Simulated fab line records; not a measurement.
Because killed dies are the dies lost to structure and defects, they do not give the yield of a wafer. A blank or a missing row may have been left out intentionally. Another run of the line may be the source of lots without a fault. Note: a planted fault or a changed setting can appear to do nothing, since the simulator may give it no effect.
Split-lot study -- flow n5Finfet -- 21 wafers read from 7 lots, route of 1938 steps

## ON THE SPLIT
At N5_BEOL_M13_ETCH_59 (etches BARC in N2/H2, target depth 89 nm, overetch 26.7 nm, time 67.9 s), the setting timeS was moved away from the recipe's 67.9 s on 5 of the 21 wafers read, by -20.5% to +20.1%. The other wafers ran this setting at the recipe's value.

The reading comes from the split's own step.

## THE READING
coat_of_BEOL_M13_COAT_04.thkNm (the simulator's own value, which no gauge read), in nm, at N5_BEOL_M13_ETCH_59 (etches BARC in N2/H2, target depth 89 nm, overetch 26.7 nm, time 67.9 s). There is no usual value for it anywhere in the file. Here, 16 wafers ran the recipe; their average is 318.4 nm with a standard deviation of 2.3 nm.

wafer,"tool, chamber at the split","timeS as run, s",against the recipe,"coat_of_BEOL_M13_COAT_04.thkNm, nm",against lot-mates on the recipe
L076.3,"rieDiel-05, 2",67.9,recipe,319.2,-
L076.4,"rieDiel-05, 0",67.9,recipe,319.8,-
L076.5,"rieDiel-05, 3",67.9,recipe,314.4,-
L079.1,"rieDiel-05, 3",67.9,recipe,317.2,-
L079.5,"rieDiel-05, 3",67.9,recipe,317,-
L079.6,"rieDiel-05, 2",62.07,-8.6%,326.8,+9.7
L085.1,"rieDiel-03, 2",53.99,-20.5%,330.8,+8.5
L085.3,"rieDiel-03, 0",67.9,recipe,319.8,-
L085.5,"rieDiel-03, 1",67.9,recipe,324.8,-
L087.3,"rieDiel-05, 0",67.9,recipe,319.2,-
L087.4,"rieDiel-05, 2",67.9,recipe,318.8,-
L087.5,"rieDiel-05, 3",67.9,recipe,316.6,-
L086.1,"rieDiel-05, 1",81.54,+20.1%,306.2,-13.4
L086.2,"rieDiel-05, 3",67.9,recipe,318.8,-
L086.3,"rieDiel-05, 2",67.9,recipe,320.4,-
L088.3,"rieDiel-05, 1",67.9,recipe,318,-
L088.4,"rieDiel-05, 0",61.99,-8.7%,325,+8.1
L088.5,"rieDiel-05, 3",67.9,recipe,315.8,-
L089.1,"rieDiel-05, 1",67.9,recipe,317.8,-
L089.4,"rieDiel-05, 1",67.9,recipe,316.6,-
L089.5,"rieDiel-05, 0",63.56,-6.4%,322.8,+5.6

THE FIT
A straight line over all 21 wafers: coat_of_BEOL_M13_COAT_04.thkNm changes by -0.644 nm for each +1% of timeS; r = -0.90; the points scatter about the line by 2.2 nm.
The same after taking each lot's own level away (the mean of its wafers on the recipe; 21 wafers): -0.62 nm for each +1%; r = -0.90; scatter 2.1 nm.
According to that fit, moving timeS by its largest amount changes the reading by 13 nm.
From 316.90 to 322.30 nm: that is the span of the lots' own levels, equal to 2.4 times the standard deviation above.
Hence the lot-to-lot level has little effect on the slope; both slopes agree.
Check: for one of the wafers moved furthest among these (-20.5%), held out of the fit, the line's prediction against its lot-mates is +16.1 nm. It came out at +8.5 nm against them.

## THE FILE'S OWN FIT
coat_of_BEOL_M13_COAT_04.thkNm changes by -0.624 nm for each +1% of timeS, r = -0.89.
